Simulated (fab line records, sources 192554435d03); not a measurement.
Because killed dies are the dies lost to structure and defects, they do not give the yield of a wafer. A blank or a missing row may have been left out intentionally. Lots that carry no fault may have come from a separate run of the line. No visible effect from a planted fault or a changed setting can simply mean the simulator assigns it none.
fab line records / flow n5_finfet
[record] lots = 4 wafers = 12 last_day = 15
route steps=1938 shown FIN_CUT@161 BEOL_M4@1111 PASSIVATION@1936
lots with no fault: from the same line, run without faults
start_h: hours from the record's opening day to when the first of the lot's shown wafers began / wait_h: hours since the lot's step before / " same as the row above / L1.1+2: one row covering several wafers at once / - value missing, or start not given / * or withheld: withheld / < > ~ a bound
route shown NAME@n: names a module that has steps shown in the file, with the first one's number in the route / usual: the fault-free wafers' mean and standard deviation / same: alike in all rows / chamber/n: place in a boat / sites: readings site by site / _std_site: how widely they spread, as a standard deviation / _edge_site: mean of outer sites minus mean of inner sites / radius_mm: how far each site lies from the wafer's centre / mask NAME#n: copy n / behind: tool/chamber where the wafer was last shaped / hold: why the lot went on hold/how many hours it stayed there/how the hold came to an end / device: the transistor (n, p or np) that didn't switch / end of line: the tests these same wafers got at the end of their route / a step with no rows: only its recipe / killed: at the first sort, the dies lost to defects and structure; wafer yield is something else / map: dies across one wafer; x = killed, . = not, _ = none there
set.NAME: setting as actually run; set.NAME@STEP: the setting as run at that earlier step / model.NAME: the simulator's own value behind a step, which no gauge read
lots at selected steps of the route; one table per step, one row per wafer
services: the hour from which a tool's chamber was out of use, counted from the record's first day as start_h (under 0 if before that day), plus the number of hours and why
[[steps]]
[step N5_FIN_CUT_PEB_06]
[recipe] peb_temp_c = 100 peb_time_s = 60 resist = CAR-EUV
[step N5_FIN_CUT_DEVELOP_07]
[recipe] develop_time_s = 30 developer = TMAH resist = CAR-EUV rinse_liquid = surfactant_rinse dry = air_spin dev_temp_c = 23
[step N5_FIN_CUT_DESCUM_13]
[recipe] chemistry = O2 time_s = 7 source_power_w = 50 bias_power_w = 20 pressure_mtorr = 20 rf_frequency_hz = 2.712e+07 temp_c = 40 resist = CAR-EUV o2_flow_sccm = 225
[step N5_FIN_CUT_ETCH_30]
[recipe] chemistry = N2/H2 target = underlayer target_depth_a = 130 mask_material = CAR-EUV time_s = 10.4 ion_energy_ev = 200 pressure_mtorr = 30 source_w = 840 bias_w = 150 n2_flow_sccm = 200 h2_flow_sccm = 200 ends = cleared
[step N5_FIN_CUT_ETCH_20]
[recipe] chemistry = CF4 target = SiARC target_depth_a = 260 mask_material = CAR-EUV time_s = 43.3 ion_energy_ev = 80 pressure_mtorr = 40 source_w = 545 bias_w = 36 Ar_flow_sccm = 100 cf4_flow_sccm = 100 ends = cleared
[step N5_FIN_CUT_ETCH_21]
[recipe] chemistry = N2/H2 target = SOC target_depth_a = 2190 overetch_a = 438 mask_material = SiARC temp_c = 40 ion_energy_ev = 100 bias_w = 61 time_s = 523.5 pressure_mtorr = 30 source_w = 850 n2_flow_sccm = 200 h2_flow_sccm = 200
[step N5_FIN_CUT_STRIP_23]
[recipe] chemistry = N2/H2 temp_c = 40 n2_flow_sccm = 200 h2_flow_sccm = 200 rf_frequency_hz = 6e+07
[step N5_FIN_CUT_STRIP_31]
[recipe] chemistry = N2/H2 temp_c = 40 n2_flow_sccm = 200 h2_flow_sccm = 200 rf_frequency_hz = 6e+07
[step N5_FIN_CUT_STRIP_24]
[recipe] chemistry = CF4 resist = SiARC power_w = 300 bias_power_w = 75 pressure_mtorr = 50 cf4_flow_sccm = 150 rf_frequency_hz = 6e+07
[step N5_FIN_CUT_CUT_ETCH_26]
[recipe] chemistry = CH3F/O2 target = SiNx target_depth_a = 390 mask_material = SOC time_s = 55.7 pressure_mtorr = 30 source_w = 395 bias_w = 73 Ar_flow_sccm = 150 CH3F_flow_sccm = 30 O2_flow_sccm = 20 ion_energy_ev = 120
[usual] drypump_motor_current_A = 5.5/0.41 oes_ar_750_au = 0.80/0.087 oes_product_au = 0.80/0.092 rf_fwd_power_W = 391.5/1.4 rf_vpp_V = 297/3.8 showerhead_plenum_p_Torr = 2.00/0.086 throttle_valve_pct = 16.41/0.21
lot.wafer=L282.2 tool=rie_diel-06 chamber=3 start_h=34.64 wait_h=0.0 drypump_motor_current_A=5.6 oes_ar_750_au=0.93 oes_product_au=0.94 rf_fwd_power_W=389.4 rf_hours_counter_h=10 rf_vpp_V=299 showerhead_plenum_p_Torr=2.13 throttle_valve_pct=16.11 model.etch.depth_nm=38.93 model.SOC_of_FIN_CUT_COAT_18.thk_nm=211
lot.wafer=L282.3 tool=rie_diel-06 chamber=0 start_h=34.64 wait_h=0.0 drypump_motor_current_A=5.9 oes_ar_750_au=0.71 oes_product_au=0.69 rf_fwd_power_W=390.2 rf_hours_counter_h=232 rf_vpp_V=295 showerhead_plenum_p_Torr=1.90 throttle_valve_pct=16.85 model.etch.depth_nm=38.37 model.SOC_of_FIN_CUT_COAT_18.thk_nm=211.4
lot.wafer=L282.4 tool=rie_diel-06 chamber=0 start_h=34.64 wait_h=0.0 drypump_motor_current_A=5.9 oes_ar_750_au=0.70 oes_product_au=0.69 rf_fwd_power_W=391.2 rf_hours_counter_h=- rf_vpp_V=293 showerhead_plenum_p_Torr=1.90 throttle_valve_pct=16.85 model.etch.depth_nm=38.57 model.SOC_of_FIN_CUT_COAT_18.thk_nm=211.4
lot.wafer=L293.1 tool=rie_diel-04 chamber=0 start_h=106.05 wait_h=0.0 drypump_motor_current_A=6.3 oes_ar_750_au=0.90 oes_product_au=0.89 rf_fwd_power_W=392.0 rf_hours_counter_h=19 rf_vpp_V=293 showerhead_plenum_p_Torr=2.05 throttle_valve_pct=16.55 model.etch.depth_nm=38.72 model.SOC_of_FIN_CUT_COAT_18.thk_nm=211.6
lot.wafer=L293.4 tool=rie_diel-04 chamber=1 start_h=106.05 wait_h=0.0 drypump_motor_current_A=6.0 oes_ar_750_au=0.72 oes_product_au=0.72 rf_fwd_power_W=392.3 rf_hours_counter_h=194 rf_vpp_V=300 showerhead_plenum_p_Torr=2.07 throttle_valve_pct=16.38 model.etch.depth_nm=39.04 model.SOC_of_FIN_CUT_COAT_18.thk_nm=211
lot.wafer=L293.5 tool=rie_diel-04 chamber=2 start_h=106.05 wait_h=0.0 drypump_motor_current_A=5.7 oes_ar_750_au=0.72 oes_product_au=0.72 rf_fwd_power_W=389.4 rf_hours_counter_h=- rf_vpp_V=300 showerhead_plenum_p_Torr=1.90 throttle_valve_pct=16.60 model.etch.depth_nm=38.85 model.SOC_of_FIN_CUT_COAT_18.thk_nm=211.8
lot.wafer=L295.1 tool=rie_diel-06 chamber=3 start_h=113.95 wait_h=0.0 drypump_motor_current_A=5.6 oes_ar_750_au=0.88 oes_product_au=0.89 rf_fwd_power_W=392.1 rf_hours_counter_h=38 rf_vpp_V=298 showerhead_plenum_p_Torr=2.12 throttle_valve_pct=16.14 model.etch.depth_nm=39.15 model.SOC_of_FIN_CUT_COAT_18.thk_nm=211.4
lot.wafer=L295.2 tool=rie_diel-06 chamber=2 start_h=113.95 wait_h=0.0 drypump_motor_current_A=5.9 oes_ar_750_au=0.79 oes_product_au=0.74 rf_fwd_power_W=484.4 rf_hours_counter_h=240 rf_vpp_V=272 showerhead_plenum_p_Torr=2.07 throttle_valve_pct=16.53 model.etch.depth_nm=42.4 model.SOC_of_FIN_CUT_COAT_18.thk_nm=209.6
lot.wafer=L295.5 tool=rie_diel-06 chamber=3 start_h=113.95 wait_h=0.0 drypump_motor_current_A=5.6 oes_ar_750_au=0.88 oes_product_au=0.87 rf_fwd_power_W=391.8 rf_hours_counter_h=- rf_vpp_V=298 showerhead_plenum_p_Torr=2.12 throttle_valve_pct=16.17 model.etch.depth_nm=38.67 model.SOC_of_FIN_CUT_COAT_18.thk_nm=210.8
lot.wafer=L296.4 tool=rie_diel-06 chamber=3 start_h=120.13 wait_h=0.0 drypump_motor_current_A=5.6 oes_ar_750_au=0.88 oes_product_au=0.88 rf_fwd_power_W=392.5 rf_hours_counter_h=- rf_vpp_V=300 showerhead_plenum_p_Torr=2.12 throttle_valve_pct=16.16 model.etch.depth_nm=39.17 model.SOC_of_FIN_CUT_COAT_18.thk_nm=211.4
lot.wafer=L296.5 tool=rie_diel-06 chamber=0 start_h=120.13 wait_h=0.0 drypump_motor_current_A=5.9 oes_ar_750_au=0.97 oes_product_au=0.97 rf_fwd_power_W=392.1 rf_hours_counter_h=- rf_vpp_V=297 showerhead_plenum_p_Torr=2.15 throttle_valve_pct=16.47 model.etch.depth_nm=39.86 model.SOC_of_FIN_CUT_COAT_18.thk_nm=210.6
lot.wafer=L296.6 tool=rie_diel-06 chamber=2 start_h=120.13 wait_h=0.0 drypump_motor_current_A=5.9 oes_ar_750_au=0.79 oes_product_au=0.74 rf_fwd_power_W=483.6 rf_hours_counter_h=- rf_vpp_V=274 showerhead_plenum_p_Torr=2.07 throttle_valve_pct=16.54 model.etch.depth_nm=42.26 model.SOC_of_FIN_CUT_COAT_18.thk_nm=209
[step N5_FIN_CUT_CUT_ETCH_27]
[recipe] chemistry = CHF3/O2 target = SiO2 target_depth_a = 40 mask_material = SOC overetch_a = 20 time_s = 4.9 pressure_mtorr = 30 source_w = 650 bias_w = 170 Ar_flow_sccm = 200 CHF3_flow_sccm = 50 O2_flow_sccm = 5 ion_energy_ev = 200
[usual] drypump_motor_current_A = 5.5/0.41 oes_ar_750_au = 0.80/0.087 oes_product_au = 0.63/0.07 rf_fwd_power_W = 644.8/2.3 rf_vpp_V = 522/6.6 showerhead_plenum_p_Torr = 2.41/0.1 throttle_valve_pct = 18.89/0.21
lot.wafer=L282.2 tool=rie_diel-06 chamber=3 start_h=34.69 wait_h=0.0 drypump_motor_current_A=5.5 oes_ar_750_au=0.93 oes_product_au=0.74 rf_fwd_power_W=645.8 rf_hours_counter_h=10 rf_vpp_V=527 showerhead_plenum_p_Torr=2.57 throttle_valve_pct=18.61 model.SOC_of_FIN_CUT_COAT_18.thk_nm=207.2
lot.wafer=L282.3 tool=rie_diel-06 chamber=0 start_h=34.69 wait_h=0.0 drypump_motor_current_A=5.9 oes_ar_750_au=0.70 oes_product_au=0.55 rf_fwd_power_W=645.1 rf_hours_counter_h=232 rf_vpp_V=517 showerhead_plenum_p_Torr=2.30 throttle_valve_pct=19.34 model.SOC_of_FIN_CUT_COAT_18.thk_nm=207.8
lot.wafer=L282.4 tool=rie_diel-06 chamber=0 start_h=34.69 wait_h=0.0 drypump_motor_current_A=5.9 oes_ar_750_au=0.70 oes_product_au=0.55 rf_fwd_power_W=645.5 rf_hours_counter_h=- rf_vpp_V=518 showerhead_plenum_p_Torr=2.30 throttle_valve_pct=19.35 model.SOC_of_FIN_CUT_COAT_18.thk_nm=207.8
lot.wafer=L293.1 tool=rie_diel-04 chamber=0 start_h=106.10 wait_h=0.0 drypump_motor_current_A=6.3 oes_ar_750_au=0.91 oes_product_au=0.71 rf_fwd_power_W=646.9 rf_hours_counter_h=19 rf_vpp_V=513 showerhead_plenum_p_Torr=2.46 throttle_valve_pct=19.05 model.SOC_of_FIN_CUT_COAT_18.thk_nm=207.8
lot.wafer=L293.4 tool=rie_diel-04 chamber=1 start_h=106.10 wait_h=0.0 drypump_motor_current_A=6.0 oes_ar_750_au=0.73 oes_product_au=0.57 rf_fwd_power_W=645.9 rf_hours_counter_h=194 rf_vpp_V=530 showerhead_plenum_p_Torr=2.49 throttle_valve_pct=18.78 model.SOC_of_FIN_CUT_COAT_18.thk_nm=207
lot.wafer=L293.5 tool=rie_diel-04 chamber=2 start_h=106.10 wait_h=0.0 drypump_motor_current_A=5.7 oes_ar_750_au=0.72 oes_product_au=0.57 rf_fwd_power_W=645.9 rf_hours_counter_h=- rf_vpp_V=528 showerhead_plenum_p_Torr=2.29 throttle_valve_pct=19.01 model.SOC_of_FIN_CUT_COAT_18.thk_nm=208
lot.wafer=L295.1 tool=rie_diel-06 chamber=3 start_h=113.99 wait_h=0.0 drypump_motor_current_A=5.6 oes_ar_750_au=0.88 oes_product_au=0.70 rf_fwd_power_W=644.1 rf_hours_counter_h=38 rf_vpp_V=527 showerhead_plenum_p_Torr=2.56 throttle_valve_pct=18.68 model.SOC_of_FIN_CUT_COAT_18.thk_nm=207.6
lot.wafer=L295.2 tool=rie_diel-06 chamber=2 start_h=113.99 wait_h=0.0 drypump_motor_current_A=5.8 oes_ar_750_au=0.70 oes_product_au=0.56 rf_fwd_power_W=643.2 rf_hours_counter_h=240 rf_vpp_V=532 showerhead_plenum_p_Torr=2.49 throttle_valve_pct=18.99 model.SOC_of_FIN_CUT_COAT_18.thk_nm=205.8
lot.wafer=L295.5 tool=rie_diel-06 chamber=3 start_h=113.99 wait_h=0.0 drypump_motor_current_A=5.6 oes_ar_750_au=0.88 oes_product_au=0.70 rf_fwd_power_W=645.4 rf_hours_counter_h=- rf_vpp_V=528 showerhead_plenum_p_Torr=2.56 throttle_valve_pct=18.66 model.SOC_of_FIN_CUT_COAT_18.thk_nm=207
lot.wafer=L296.4 tool=rie_diel-06 chamber=3 start_h=120.18 wait_h=0.0 drypump_motor_current_A=5.6 oes_ar_750_au=0.87 oes_product_au=0.70 rf_fwd_power_W=648.4 rf_hours_counter_h=- rf_vpp_V=527 showerhead_plenum_p_Torr=2.55 throttle_valve_pct=18.65 model.SOC_of_FIN_CUT_COAT_18.thk_nm=207.6
lot.wafer=L296.5 tool=rie_diel-06 chamber=0 start_h=120.18 wait_h=0.0 drypump_motor_current_A=5.9 oes_ar_750_au=0.97 oes_product_au=0.76 rf_fwd_power_W=644.8 rf_hours_counter_h=- rf_vpp_V=526 showerhead_plenum_p_Torr=2.58 throttle_valve_pct=19.02 model.SOC_of_FIN_CUT_COAT_18.thk_nm=206.6
lot.wafer=L296.6 tool=rie_diel-06 chamber=2 start_h=120.18 wait_h=0.0 drypump_motor_current_A=5.9 oes_ar_750_au=0.70 oes_product_au=0.55 rf_fwd_power_W=643.2 rf_hours_counter_h=- rf_vpp_V=532 showerhead_plenum_p_Torr=2.49 throttle_valve_pct=18.97 model.SOC_of_FIN_CUT_COAT_18.thk_nm=205.2
[step N5_FIN_CUT_PRECLEAN_35]
[recipe] time_s = 13.3 temp_c = 45 pressure_torr = 125 p_hf_torr = 3 p_coreactant_torr = 25 chemistry = vHF
[step N5_BEOL_M4_RC_MEAS_101]
[usual] DIBL_N = 36.2/1.5 DIBL_P = 36.4/2.1 IOFF_N = 0.16/0.031 IOFF_P = 0.21/0.037 ION_N = 679/11 ION_P = 465/7.7 SS_N = 71.4/0.55 SS_P = 73.2/0.63 VT_N = 249/3.3 VT_P = -250/3.4
lot.wafer=L282.2 tool=prober-02 chamber=0 start_h=167.73 wait_h=0.2 DIBL_N[mV/V]=34.1 DIBL_P[mV/V]=33.6 IOFF_N[nA/um]=0.13 IOFF_P[nA/um]=0.18 ION_N[uA/um]=668 ION_P[uA/um]=455 SS_N[mV/dec]=71.0 SS_P[mV/dec]=72.0 VT_N[mV]=252 VT_P[mV]=-252
lot.wafer=L282.3 tool=prober-02 chamber=0 start_h=167.73 wait_h=0.2 DIBL_N[mV/V]=34.8 DIBL_P[mV/V]=34.8 IOFF_N[nA/um]=0.15 IOFF_P[nA/um]=0.20 ION_N[uA/um]=680 ION_P[uA/um]=464 SS_N[mV/dec]=71.1 SS_P[mV/dec]=72.6 VT_N[mV]=250 VT_P[mV]=-250
lot.wafer=L282.4 tool=prober-02 chamber=0 start_h=167.73 wait_h=0.2 DIBL_N[mV/V]=38.3 DIBL_P[mV/V]=39.1 IOFF_N[nA/um]=0.22 IOFF_P[nA/um]=0.27 ION_N[uA/um]=696 ION_P[uA/um]=469 SS_N[mV/dec]=72.2 SS_P[mV/dec]=74.1 VT_N[mV]=244 VT_P[mV]=-245
lot.wafer=L293.1 tool=prober-02 chamber=0 start_h=247.09 wait_h=0.0 DIBL_N[mV/V]=37.2 DIBL_P[mV/V]=38.1 IOFF_N[nA/um]=0.19 IOFF_P[nA/um]=0.26 ION_N[uA/um]=698 ION_P[uA/um]=483 SS_N[mV/dec]=72.1 SS_P[mV/dec]=73.5 VT_N[mV]=248 VT_P[mV]=-248
lot.wafer=L293.4 tool=prober-02 chamber=0 start_h=247.09 wait_h=0.0 DIBL_N[mV/V]=35.4 DIBL_P[mV/V]=35.7 IOFF_N[nA/um]=0.14 IOFF_P[nA/um]=0.22 ION_N[uA/um]=665 ION_P[uA/um]=466 SS_N[mV/dec]=71.4 SS_P[mV/dec]=73.3 VT_N[mV]=252 VT_P[mV]=-248
lot.wafer=L293.5 tool=prober-02 chamber=0 start_h=247.09 wait_h=0.0 DIBL_N[mV/V]=37.9 DIBL_P[mV/V]=38.8 IOFF_N[nA/um]=0.20 IOFF_P[nA/um]=0.27 ION_N[uA/um]=699 ION_P[uA/um]=490 SS_N[mV/dec]=71.7 SS_P[mV/dec]=74.4 VT_N[mV]=246 VT_P[mV]=-246
lot.wafer=L295.1 tool=prober-01 chamber=0 start_h=254.50 wait_h=0.0 DIBL_N[mV/V]=36.5 DIBL_P[mV/V]=35.9 IOFF_N[nA/um]=0.16 IOFF_P[nA/um]=0.23 ION_N[uA/um]=687 ION_P[uA/um]=473 SS_N[mV/dec]=71.6 SS_P[mV/dec]=73.4 VT_N[mV]=248 VT_P[mV]=-248
lot.wafer=L295.2 tool=prober-01 chamber=0 start_h=254.50 wait_h=0.0 DIBL_N[mV/V]=32.8 DIBL_P[mV/V]=31.1 IOFF_N[nA/um]=0.11 IOFF_P[nA/um]=0.16 ION_N[uA/um]=670 ION_P[uA/um]=468 SS_N[mV/dec]=71.1 SS_P[mV/dec]=72.0 VT_N[mV]=258 VT_P[mV]=-253
lot.wafer=L295.5 tool=prober-01 chamber=0 start_h=254.50 wait_h=0.0 DIBL_N[mV/V]=35.7 DIBL_P[mV/V]=34.6 IOFF_N[nA/um]=0.15 IOFF_P[nA/um]=0.21 ION_N[uA/um]=668 ION_P[uA/um]=468 SS_N[mV/dec]=71.6 SS_P[mV/dec]=72.6 VT_N[mV]=249 VT_P[mV]=-250
lot.wafer=L296.4 tool=prober-02 chamber=0 start_h=258.80 wait_h=0.5 DIBL_N[mV/V]=34.1 DIBL_P[mV/V]=34.3 IOFF_N[nA/um]=0.14 IOFF_P[nA/um]=0.18 ION_N[uA/um]=687 ION_P[uA/um]=463 SS_N[mV/dec]=70.2 SS_P[mV/dec]=72.9 VT_N[mV]=249 VT_P[mV]=-253
lot.wafer=L296.5 tool=prober-02 chamber=0 start_h=258.80 wait_h=0.5 DIBL_N[mV/V]=35.4 DIBL_P[mV/V]=36.4 IOFF_N[nA/um]=0.17 IOFF_P[nA/um]=0.22 ION_N[uA/um]=691 ION_P[uA/um]=470 SS_N[mV/dec]=71.6 SS_P[mV/dec]=73.1 VT_N[mV]=246 VT_P[mV]=-249
lot.wafer=L296.6 tool=prober-02 chamber=0 start_h=258.80 wait_h=0.5 DIBL_N[mV/V]=36.7 DIBL_P[mV/V]=37.5 IOFF_N[nA/um]=0.19 IOFF_P[nA/um]=0.23 ION_N[uA/um]=684 ION_P[uA/um]=460 SS_N[mV/dec]=71.6 SS_P[mV/dec]=73.4 VT_N[mV]=247 VT_P[mV]=-250
[step N5_PASSIVATION_PROBE_49]
[usual] defect_limited_yield = 91.3/1.3 killed_at_M0_to_M3 = 36/12 killed_at_M4_up = 13/4.6 killed_at_contacts = 13/5.4 killed_at_front_end = 37/10 killed_at_other = 3.6/2.9 killed_dies = 102/15 killed_open = 67/12 killed_short = 33/7.5 sort_bin_5_function = 5.1/0.93 sort_bin_6_memory = 3.2/0.62 sort_n_pass = 1078/15 sort_yield_pct = 91.3/1.3
[same] gross_dies = 1180 killed_at_back_side = 0 sort_bin_4_leakage[%] = 0 sort_bin_8_speed[%] = 0
lot.wafer=L282.2 tool=prober-01 chamber=- start_h=258.37 wait_h=0.1 defect_limited_yield[%]=90.5 killed_at_M0_to_M3=30 killed_at_M4_up=8 killed_at_contacts=24 killed_at_front_end=46 killed_at_other=4 killed_dies=112 killed_open=80 killed_short=26 sort_bin_5_function[%]=6.0 sort_bin_6_memory[%]=3.1 sort_n_pass=1068 sort_yield_pct[%]=90.5
lot.wafer=L282.3 tool=prober-01 chamber=- start_h=258.42 wait_h=0.1 defect_limited_yield[%]=92.1 killed_at_M0_to_M3=31 killed_at_M4_up=10 killed_at_contacts=15 killed_at_front_end=34 killed_at_other=3 killed_dies=93 killed_open=62 killed_short=30 sort_bin_5_function[%]=4.3 sort_bin_6_memory[%]=3.4 sort_n_pass=1087 sort_yield_pct[%]=92.1
lot.wafer=L282.4 tool=prober-01 chamber=- start_h=258.47 wait_h=0.2 defect_limited_yield[%]=90.8 killed_at_M0_to_M3=40 killed_at_M4_up=11 killed_at_contacts=12 killed_at_front_end=44 killed_at_other=2 killed_dies=109 killed_open=76 killed_short=32 sort_bin_5_function[%]=5.2 sort_bin_6_memory[%]=3.7 sort_n_pass=1071 sort_yield_pct[%]=90.8
lot.wafer=L296.4 tool=prober-01 chamber=- start_h=365.47 wait_h=0.2 defect_limited_yield[%]=91.1 killed_at_M0_to_M3=32 killed_at_M4_up=20 killed_at_contacts=12 killed_at_front_end=39 killed_at_other=2 killed_dies=105 killed_open=75 killed_short=28 sort_bin_5_function[%]=5.8 sort_bin_6_memory[%]=2.7 sort_n_pass=1075 sort_yield_pct[%]=91.1
lot.wafer=L296.5 tool=prober-01 chamber=- start_h=365.52 wait_h=0.2 defect_limited_yield[%]=90.8 killed_at_M0_to_M3=42 killed_at_M4_up=17 killed_at_contacts=10 killed_at_front_end=33 killed_at_other=6 killed_dies=108 killed_open=65 killed_short=41 sort_bin_5_function[%]=6.1 sort_bin_6_memory[%]=2.6 sort_n_pass=1072 sort_yield_pct[%]=90.8
lot.wafer=L296.6 tool=prober-01 chamber=- start_h=365.57 wait_h=0.3 defect_limited_yield[%]=92.5 killed_at_M0_to_M3=34 killed_at_M4_up=12 killed_at_contacts=6 killed_at_front_end=36 killed_at_other=1 killed_dies=89 killed_open=56 killed_short=31 sort_bin_5_function[%]=4.4 sort_bin_6_memory[%]=2.9 sort_n_pass=1091 sort_yield_pct[%]=92.5
// killed by level:class
L282.2 MOL_CONTACT_COAG:geometric_particle:open=21 FIN_SAQP:geometric_particle:open=11 BEOL_M3:geometric_particle:open=8 BEOL_M2:geometric_particle:open=8 DUMMY_GATE:geometric_particle:open=7 GATE_CUT:geometric_particle:open=5 BEOL_M0_SAQP:geometric_particle:open=5 FIN_SAQP:geometric_particle:short=4
L282.3 MOL_CONTACT_COAG:geometric_particle:open=14 FIN_SAQP:geometric_particle:open=7 BEOL_M1:geometric_particle:open=6 BEOL_M1:geometric_particle:short=6 BEOL_M2:geometric_particle:open=6 BEOL_M4:geometric_particle:open=6 STI_FIN_REVEAL:geometric_particle:open=5 GATE_CUT:geometric_particle:short=5
L282.4 BEOL_M0_SAQP:geometric_particle:open=16 MOL_CONTACT_COAG:geometric_particle:open=9 FIN_SAQP:geometric_particle:open=8 BEOL_M2:geometric_particle:open=8 STI_FIN_REVEAL:geometric_particle:open=7 DUMMY_GATE:geometric_particle:open=6 FIN_SAQP:geometric_particle:short=5 GATE_CUT:geometric_particle:short=4
L296.4 BEOL_M4:geometric_particle:open=10 STI_FIN_REVEAL:geometric_particle:open=10 MOL_CONTACT_COAG:geometric_particle:open=8 BEOL_M1:geometric_particle:open=7 GATE_CUT:geometric_particle:short=6 BEOL_M3:geometric_particle:open=6 DUMMY_GATE:geometric_particle:open=5 BEOL_M2:geometric_particle:open=5
L296.5 BEOL_M0_SAQP:geometric_particle:short=12 MOL_CONTACT_COAG:geometric_particle:open=9 BEOL_M0_SAQP:geometric_particle:open=9 STI_FIN_REVEAL:geometric_particle:open=8 GATE_CUT:geometric_particle:short=6 BEOL_M2:geometric_particle:open=6 GATE_CUT:geometric_particle:open=4 MIM_TOP:geometric_particle:short=4
L296.6 STI_FIN_REVEAL:geometric_particle:open=8 BEOL_M2:geometric_particle:open=7 BEOL_M3:geometric_particle:open=7 BEOL_M4:geometric_particle:open=7 BEOL_M0:geometric_particle:open=6 GATE_CUT:geometric_particle:short=5 FIN_SAQP:geometric_particle:short=4 GATE_CUT:geometric_particle:open=4
[[services]]
tool=rie_diel-04 chamber=0 start_h=20.35 hours=- kind=clean
tool=rie_diel-04 chamber=0 start_h=20.35 hours=- kind=consumable_replace:focus_ring
tool=rie_diel-04 chamber=0 start_h=20.35 hours=18.4 kind=scheduled_down
tool=rie_diel-04 chamber=0 start_h=20.35 hours=18.4 kind=vent_cycle
tool=rie_diel-06 chamber=2 start_h=33.25 hours=3.3 kind=repair
tool=rie_diel-06 chamber=1 start_h=52.52 hours=5.0 kind=repair
tool=rie_diel-06 chamber=0 start_h=92.68 hours=- kind=clean
tool=rie_diel-06 chamber=0 start_h=92.68 hours=- kind=consumable_replace:focus_ring
tool=rie_diel-06 chamber=0 start_h=92.68 hours=- kind=consumable_replace:showerhead
tool=rie_diel-06 chamber=0 start_h=92.68 hours=20.7 kind=scheduled_down
tool=rie_diel-06 chamber=0 start_h=92.68 hours=20.7 kind=vent_cycle
tool=rie_diel-06 chamber=1 start_h=113.51 hours=- kind=clean
tool=rie_diel-06 chamber=1 start_h=113.51 hours=- kind=consumable_replace:focus_ring
tool=rie_diel-06 chamber=1 start_h=113.51 hours=- kind=consumable_replace:showerhead
tool=rie_diel-06 chamber=1 start_h=113.51 hours=17.6 kind=scheduled_down
tool=rie_diel-06 chamber=1 start_h=113.51 hours=17.6 kind=vent_cycle
[[key]]
[first_sign] step = N5_FIN_CUT_CUT_ETCH_26 reading = rf_fwd_power_W direction = up sigmas = 66 usual = * struck = *
[effect] step = N5_FIN_CUT_CUT_ETCH_26 reading = rf_vpp_V direction = down sigmas = 6.2 usual = 297 struck = 273
[model_effect] step = N5_FIN_CUT_CUT_ETCH_26 value = etch.depth_nm without = 39.01 struck = 42.33
[model_effect] step = N5_FIN_CUT_CUT_ETCH_27 value = SOC_of_FIN_CUT_COAT_18.thk_nm without = 207.1 struck = 205.5
met_at N5_FIN_CUT_CUT_ETCH_26
struck_wafers L295.2,L296.6
[fault] kind = process_parameter_drift tool = rie_diel-06 chamber = 2 onset_h = 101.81 steps = N5_FIN_CUT_CUT_ETCH_26 channel = source_w offset = 94.8 shape = step end_h = 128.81 acts_in = these_recipes_only stated = 395
